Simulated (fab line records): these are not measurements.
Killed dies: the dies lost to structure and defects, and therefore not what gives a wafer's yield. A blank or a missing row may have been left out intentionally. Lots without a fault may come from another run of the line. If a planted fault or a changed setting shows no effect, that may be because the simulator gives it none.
fab line records	flow nandHarc
record: lots: 12	wafers: 36	lastDay: 24
route steps=1159 shown A_SOURCE_PLATE@416 A_CHANNEL_HOLE_D1@464 A_CHANNEL_FILL_D1@509 END@1159
lots with no fault: from the same line, run without faults
startH: hours from the record's first day to the start of the lot's first wafer shown	waitH: hours elapsed since this lot's preceding step	" as in the row above	L1.1+2: several wafers, shown together as one row	- either no value or no given start	* or withheld: withheld	< > ~ a bound
route shown NAME@n: NAME is a module with steps in the file, n the number in the route of the first one	usual: mean and standard deviation over wafers with no fault	same: alike in all rows	chamber/n: place in a boat	sites: each site's reading	_std_site: standard deviation of those values	_edge_site: outer sites' mean less inner sites'	radiusMm: for every site, how far away it sits from the centre of the wafer	mask NAME#n: copy n	behind: the most recent tool/chamber to have shaped the wafer	hold: why the lot went on hold/how many hours it stayed there/how the hold came to an end	device: the transistor (n, p or np) that didn't switch	end of line: at the end of the route, the tests of the same wafers	step lacking rows: just its recipe	killed: at the first sort, the dies lost to defects and structure; wafer yield is something else	map: a wafer's dies, x killed, . not, _ none there
set.NAME: the setting that was run; set.NAME@STEP: the one run at that earlier step	model.NAME: the simulator's own value behind a step, which no gauge read
the route's steps for a sample of lots (tables are steps, rows are wafers)
services: a tool's chamber out of use, with start hour (startH, from the record's first day; less than 0 if before it), hours out, and reason
== steps ==
step: NHARC_A_SOURCE_PLATE_THK_MEAS_09
recipe: thkMeasGauge: ellipsometry
usual: thkNm: 9.9/0.93
lot.wafer	tool	chamber	startH	waitH	thkNm
L119.1	filmMetro-02	-	131.13	0.4	11.0
L119.3	"	-	"	"	11.3
L119.5	"	-	"	"	8.4
L123.1	filmMetro-01	-	165.49	0.4	7.1
L123.4	"	-	"	"	7.6
L123.6	"	-	"	"	8.9
L121.2	filmMetro-02	-	165.49	0.4	7.8
L121.3	"	-	"	"	10.9
L121.6	"	-	"	"	9.9
L122.1	filmMetro-01	-	165.50	0.4	9.9
L122.2	"	-	"	"	11.8
L122.3	"	-	"	"	11.1
L125.1	filmMetro-02	-	174.09	0.4	11.7
L125.4	"	-	"	"	9.7
L125.5	"	-	"	"	10.4
L129.3	filmMetro-02	-	203.14	0.4	10.1
L129.4	"	-	"	"	10.1
L129.5	"	-	"	"	9.3
L132.1	filmMetro-01	-	216.44	0.4	10.7
L132.5	"	-	"	"	9.5
L132.6	"	-	"	"	11.5
L134.1	filmMetro-01	-	226.01	0.4	9.7
L134.3	"	-	"	"	9.7
L134.4	"	-	"	"	11.3
L136.2	filmMetro-01	-	245.71	0.4	9.9
L136.4	"	-	"	"	9.4
L136.5	"	-	"	"	7.6
L137.4	filmMetro-02	-	251.94	0.4	9.5
L137.5	"	-	"	"	10.4
L137.6	"	-	"	"	11.1
L142.1	filmMetro-02	-	275.66	0.4	10.0
L142.4	"	-	"	"	9.9
L142.5	"	-	"	"	9.5
L140.3	filmMetro-01	-	275.67	0.4	10.0
L140.4	"	-	"	"	10.9
L140.6	"	-	"	"	9.9
step: NHARC_A_CHANNEL_HOLE_D1_INSPECT_12
usual: rawDefectCount: 7/3
lot.wafer	tool	chamber	startH	waitH	rawDefectCount
L119.1	defectInspect-02	-	159.71	0.0	2
L119.3	"	-	"	"	9
L119.5	"	-	"	"	4
L123.1	defectInspect-01	-	194.66	0.0	8
L123.4	"	-	"	"	11
L123.6	"	-	"	"	8
L122.1	defectInspect-02	-	194.89	0.0	5
L122.2	"	-	"	"	9
L122.3	"	-	"	"	13
L121.2	defectInspect-02	-	195.54	0.0	11
L121.3	"	-	"	"	4
L121.6	"	-	"	"	10
L125.1	defectInspect-02	-	208.49	0.0	5
L125.4	"	-	"	"	6
L125.5	"	-	"	"	6
L129.3	defectInspect-02	-	238.68	0.0	5
L129.4	"	-	"	"	8
L129.5	"	-	"	"	7
L132.1	defectInspect-02	-	247.03	0.0	2
L132.5	"	-	"	"	7
L132.6	"	-	"	"	3
L134.1	defectInspect-02	-	256.50	0.0	5
L134.3	"	-	"	"	7
L134.4	"	-	"	"	8
L137.4	defectInspect-02	-	279.95	0.0	20
L137.5	"	-	"	"	10
L137.6	"	-	"	"	7
L136.2	defectInspect-02	-	281.83	0.0	8
L136.4	"	-	"	"	9
L136.5	"	-	"	"	3
L140.3	defectInspect-01	-	306.64	0.0	4
L140.4	"	-	"	"	10
L140.6	"	-	"	"	6
L142.1	defectInspect-01	-	308.14	0.0	3
L142.4	"	-	"	"	7
L142.5	"	-	"	"	4
step: NHARC_A_CHANNEL_HOLE_D1_ETCH_33
recipe: biasV: 400	sourceW: 2000	pressureMtorr: 25	timeS: 90	arFlowSccm: 375	c4f8FlowSccm: 41.7	o2FlowSccm: 83.3	tempC: -20	targetDepthA: 4000	chemistry: C4F8/O2/Ar
usual: biasV: 400/3.5	drypumpMotorCurrentA: 5.7/0.35	showerheadPlenumPTorr: 3.80/0.09	throttleValvePct: 27.618/0.0087
lot.wafer	tool	chamber	startH	waitH	biasV	drypumpMotorCurrentA	rfHoursCounterH	showerheadPlenumPTorr	throttleValvePct
L119.1	harEtch-02	1	164.93	0.2	398	5.3	96	3.92	27.606
L119.3	"	1	"	"	396	5.3	-	3.92	27.609
L119.5	"	0	"	"	395	6.0	-	3.73	27.626
L123.1	harEtch-02	1	200.10	0.2	401	5.3	109	3.92	27.604
L123.4	"	1	"	"	398	5.3	-	3.92	27.631
L123.6	"	1	"	"	397	5.3	-	3.92	27.618
L122.1	harEtch-01	1	200.15	0.2	398	6.0	200	3.72	27.622
L122.2	"	0	"	"	400	5.5	200	3.86	27.603
L122.3	"	0	"	"	398	5.5	-	3.86	27.607
L121.2	harEtch-02	0	204.33	0.2	401	6.0	113	3.72	27.619
L121.3	"	0	"	"	401	6.0	-	3.72	27.607
L121.6	"	0	"	"	397	6.0	-	3.72	27.640
L125.1	harEtch-01	0	214.71	0.2	401	5.4	207	3.86	27.616
L125.4	"	0	"	"	398	5.4	-	3.86	27.624
L125.5	"	0	"	"	399	5.5	-	3.86	27.620
L129.4	harEtch-02	1	243.96	0.2	402	5.3	-	3.91	27.630
L129.3	"	0	"	"	401	6.0	-	3.71	27.611
L129.5	"	1	"	"	405	5.3	-	3.91	27.633
L132.1	harEtch-01	0	252.31	0.2	404	5.5	223	3.85	27.624
L132.6	"	1	"	"	400	6.0	-	3.71	27.609
L132.5	"	0	"	"	402	5.5	-	3.85	27.620
L134.1	harEtch-01	1	261.74	0.2	401	6.0	228	3.70	27.618
L134.4	"	1	"	"	399	6.0	-	3.70	27.615
L134.3	"	0	"	"	396	5.4	-	3.85	27.621
L137.4	harEtch-02	0	285.69	0.2	399	6.1	-	3.70	27.605
L137.5	"	0	"	"	403	6.0	-	3.70	27.624
L137.6	"	1	"	"	393	5.3	-	3.89	27.628
L136.2	harEtch-02	0	289.81	0.2	399	6.1	153	3.70	27.605
L136.4	"	0	"	"	401	6.1	-	3.70	27.627
L136.5	"	1	"	"	402	5.3	-	3.89	27.619
L140.4	harEtch-02	1	311.93	0.2	404	5.3	-	3.89	27.624
L140.3	"	0	"	"	399	6.1	-	3.70	27.616
L140.6	"	0	"	"	405	6.1	-	3.69	27.620
L142.1	harEtch-02	1	316.05	0.2	402	5.3	166	3.88	27.621
L142.4	"	1	"	"	400	5.3	-	3.88	27.618
L142.5	"	0	"	"	391	6.0	-	3.69	27.616
step: NHARC_A_CHANNEL_HOLE_D1_INSPECT_40
usual: rawDefectCount: 59/16
lot.wafer	tool	chamber	startH	waitH	rawDefectCount
L119.1	defectInspect-01	-	166.66	-	55
L119.3	"	-	"	"	38
L119.5	"	-	"	"	39
L123.1	defectInspect-01	-	201.84	-	39
L123.4	"	-	"	"	49
L123.6	"	-	"	"	86
L122.1	defectInspect-02	-	201.91	-	62
L122.2	"	-	"	"	68
L122.3	"	-	"	"	56
L121.2	defectInspect-01	-	206.19	-	49
L121.3	"	-	"	"	43
L121.6	"	-	"	"	61
L125.1	defectInspect-01	-	216.44	-	119
L125.4	"	-	"	"	78
L125.5	"	-	"	"	74
L129.3	defectInspect-01	-	245.77	-	46
L129.4	"	-	"	"	39
L129.5	"	-	"	"	51
L132.1	defectInspect-02	-	254.01	-	935
L132.5	"	-	"	"	873
L132.6	"	-	"	"	924
L134.1	defectInspect-02	-	263.53	-	876
L134.3	"	-	"	"	865
L134.4	"	-	"	"	869
L137.4	defectInspect-01	-	287.37	-	58
L137.5	"	-	"	"	80
L137.6	"	-	"	"	72
L136.2	defectInspect-02	-	291.60	-	66
L136.4	"	-	"	"	59
L136.5	"	-	"	"	64
L140.3	defectInspect-01	-	313.60	-	36
L140.4	"	-	"	"	33
L140.6	"	-	"	"	41
L142.1	defectInspect-02	-	317.75	-	80
L142.4	"	-	"	"	57
L142.5	"	-	"	"	78
step: NHARC_A_CHANNEL_FILL_D1_STRIP_29
recipe: timeS: 20	o2FlowSccm: 500	arFlowSccm: 0	biasW: 0	chemistry: O2
usual: drypumpMotorCurrentA: 5.8/0.45	oesProductAu: 0.998/0.014	rfVppV: 57.7/0.79	showerheadPlenumPTorr: 3.51/0.13	throttleValvePct: 17.037/0.0097
lot.wafer	tool	chamber	startH	waitH	drypumpMotorCurrentA	oesProductAu	rfHoursCounterH	rfVppV	showerheadPlenumPTorr	throttleValvePct
L119.3	rieDiel-10	0	-	-	5.3	0.999	7	58.7	3.64	17.043
L119.1	"	1	"	"	6.7	1.033	6	57.2	3.47	17.024
L119.5	"	3	"	"	5.5	0.984	-	58.9	3.36	17.041
L123.4	rieDiel-01	2	-	-	5.9	0.974	4	57.5	3.73	17.035
L123.1	"	0	"	"	5.3	1.005	4	58.7	3.42	17.028
L123.6	"	1	"	"	6.1	0.998	-	58.0	3.62	17.039
L122.2	rieDiel-01	3	-	-	5.8	1.015	4	58.8	3.31	17.026
L122.3	"	0	"	"	5.3	1.021	4	58.3	3.42	17.031
L122.1	"	1	"	"	6.1	1.002	4	57.2	3.62	17.045
L121.2	rieDiel-10	0	-	-	5.3	0.994	13	57.9	3.63	17.045
L121.3	"	3	"	"	5.6	0.985	14	58.1	3.36	17.030
L121.6	"	1	"	"	6.7	1.028	-	57.6	3.46	17.046
L125.1	rieDiel-01	3	-	-	5.8	1.000	5	57.8	3.31	17.044
L125.4	"	1	"	"	6.1	1.003	4	56.7	3.62	17.028
L125.5	"	3	"	"	5.8	1.007	-	58.5	3.31	17.057
L129.4	rieDiel-05	1	-	-	6.6	0.973	3	57.2	3.59	17.024
L129.3	"	0	"	"	5.1	0.992	3	58.1	3.51	17.025
L129.5	"	2	"	"	5.8	0.994	-	57.6	3.39	17.031
L132.1	rieDiel-01	0	-	-	5.3	1.009	6	56.5	3.42	17.029
L132.6	"	0	"	"	5.3	1.014	-	57.5	3.42	17.042
L132.5	"	1	"	"	6.1	1.007	-	58.6	3.61	17.038
L134.4	rieDiel-01	3	-	-	5.8	1.007	6	58.3	3.31	17.038
L134.3	"	0	"	"	5.3	1.020	6	56.7	3.42	17.043
L134.1	"	1	"	"	6.1	1.007	6	57.8	3.61	17.037
L137.4	rieDiel-01	1	-	-	6.1	0.993	0	57.1	3.61	17.040
L137.6	"	1	"	"	6.1	0.994	-	58.2	3.61	17.046
L137.5	"	2	"	"	5.9	0.979	-	57.8	3.73	17.037
L136.4	rieDiel-05	3	-	-	6.0	0.989	4	58.8	3.58	17.033
L136.2	"	0	"	"	5.0	0.987	4	57.7	3.51	17.034
L136.5	"	2	"	"	5.8	0.996	-	57.9	3.39	17.018
L142.4	rieDiel-01	3	-	-	5.8	1.001	2	58.5	3.31	17.030
L142.1	"	0	"	"	5.3	1.006	2	56.6	3.42	17.037
L142.5	"	2	"	"	5.8	0.993	-	57.6	3.73	17.027
L140.4	rieDiel-05	1	-	-	6.5	0.998	0	58.5	3.59	17.055
L140.3	"	0	"	"	5.1	0.992	0	58.0	3.51	17.060
L140.6	"	1	"	"	6.5	0.995	-	57.4	3.59	17.043
step: NHARC_END_SORT_01
recipe: tempC: 25
usual: killedAtArray: 28/11	killedAtOther: 0.5/0.87	killedAtPeriphery: 2.9/2.2	killedDies: 32/11	killedOpen: 3.2/1.9	killedShort: 1.8/1.4
same: grossDies: 677
lot.wafer	tool	chamber	startH	waitH	killedAtArray	killedAtOther	killedAtPeriphery	killedDies	killedOpen	killedShort
L132.1	prober-01	0	500.73	2.5	90	0	1	91	4	3
L132.5	prober-01	0	503.93	3.7	110	0	4	114	6	1
L132.6	prober-01	0	504.73	4.0	122	0	0	122	1	4
L134.1	prober-01	0	516.31	2.6	112	1	2	115	5	1
L134.3	prober-01	0	517.92	3.1	106	2	2	110	2	2
L134.4	prober-01	0	518.72	3.4	136	0	2	138	3	3
killed by level:class
L132.1 A_CHANNEL_HOLE_D1:unspecified=70 A_CONTACT:chamberFilmFlake=6 A_STAIRCASE:chamberFilmFlake=4 A_SLIT:chamberFilmFlake=3 A_ONON_D1:geometricParticle:short=2 P_STI:geometricParticle:open=1 A_ONON_D1:geometricParticle:open=1 A_CHANNEL_FILL_D1:geometricParticle:open=1
L132.5 A_CHANNEL_HOLE_D1:unspecified=77 A_SLIT:chamberFilmFlake=15 A_CONTACT:chamberFilmFlake=6 A_CHANNEL_FILL_D1:geometricParticle:open=3 P_STI:chamberFilmFlake=3 A_M0:geometricParticle:open=2 A_ZERO_WELL:chamberFilmFlake=2 A_ONON_D1:geometricParticle:short=1
L132.6 A_CHANNEL_HOLE_D1:unspecified=96 A_SLIT:chamberFilmFlake=15 A_CHANNEL_FILL_D1:geometricParticle:short=2 A_CHANNEL_HOLE_D1:chamberFilmFlake=2 A_STAIRCASE:chamberFilmFlake=2 A_CONTACT:chamberFilmFlake=2 A_ONON_D1:geometricParticle:short=1 A_WL_FILL:geometricParticle:short=1
L134.1 A_CHANNEL_HOLE_D1:unspecified=88 A_STAIRCASE:chamberFilmFlake=9 A_CHANNEL_HOLE_D1:chamberFilmFlake=6 A_ONON_D1:geometricParticle:open=2 A_SLIT:chamberFilmFlake=2 A_STAIRCASE:geometricParticle:open=1 A_WL_FILL:geometricParticle:open=1 A_BLC:geometricParticle:open=1
L134.3 A_CHANNEL_HOLE_D1:unspecified=73 A_SLIT:chamberFilmFlake=21 A_STAIRCASE:chamberFilmFlake=5 A_CHANNEL_HOLE_D1:chamberFilmFlake=3 P_STI:chamberFilmFlake=2 A_ONON_D1:geometricParticle:short=1 A_CHANNEL_FILL_D1:geometricParticle:short=1 A_CONTACT:geometricParticle:open=1
L134.4 A_CHANNEL_HOLE_D1:unspecified=98 A_SLIT:chamberFilmFlake=14 A_STAIRCASE:chamberFilmFlake=12 A_M0:chamberFilmFlake=3 A_ONON_D1:geometricParticle:open=2 A_CHANNEL_HOLE_D1:chamberFilmFlake=2 A_ONON_D1:geometricParticle:short=1 A_CHANNEL_FILL_D1:geometricParticle:short=1
== services ==
tool	chamber	startH	hours	kind
rieDiel-01	0	146.80	-	clean
rieDiel-01	1	146.80	-	clean
rieDiel-01	2	146.80	-	clean
rieDiel-01	3	146.80	-	clean
rieDiel-05	-	163.60	9.0	pm
rieDiel-01	0	171.41	-	clean
rieDiel-01	1	171.41	-	clean
rieDiel-01	2	171.41	-	clean
rieDiel-01	3	171.41	-	clean
rieDiel-10	-	176.51	9.0	pm
rieDiel-01	-	188.09	1.9	repair
rieDiel-01	1	195.91	-	clean
rieDiel-01	2	195.91	-	clean
rieDiel-01	3	195.91	-	clean
rieDiel-01	0	220.41	-	clean
rieDiel-01	1	271.79	3.1	repair
rieDiel-10	3	284.07	2.3	repair
rieDiel-05	1	290.79	1.9	repair
harEtch-01	-	305.00	17.0	pm
rieDiel-01	-	314.80	9.0	pm
rieDiel-05	-	340.60	9.0	pm
harEtch-01	-	348.37	9.2	repair
rieDiel-10	-	353.64	9.0	pm
harEtch-01	-	360.46	6.3	repair
== key ==
firstSign: step: NHARC_A_CHANNEL_HOLE_D1_INSPECT_40	reading: rawDefectCount	direction: up	sigmas: 52	usual: 59	struck: 890
effect: step: NHARC_END_SORT_01	reading: killedAtArray	direction: up	sigmas: 7.7	usual: 28	struck: 113
moreKillsBornAt: NHARC_A_CHANNEL_HOLE_D1_ETCH_33@harEtch-01: 404
metAt NHARC_A_CHANNEL_HOLE_D1_ETCH_33
struckLots L132,L134
testerLeftOut L132,L134
notActingAt NHARC_A_SOURCE_PLATE_THK_MEAS_09,NHARC_A_CHANNEL_HOLE_D1_INSPECT_12,NHARC_A_CHANNEL_FILL_D1_STRIP_29
onsetBetween 214.71 252.31
fault: kind: chamberParticleSource	tool: harEtch-01	chamber: -	onsetH: 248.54	steps: NHARC_A_CHANNEL_HOLE_D1_ETCH_33	ratePerVisitCm2: 1.26	endH: 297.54
testerLeftOut: of these lots the tester's yield and bins aren't shown, on N5 and GAA mostly nor the transistor test; their killed dies are dies lost to structure and defects alone, not to doping, threshold or leakage, so they don't give the yield
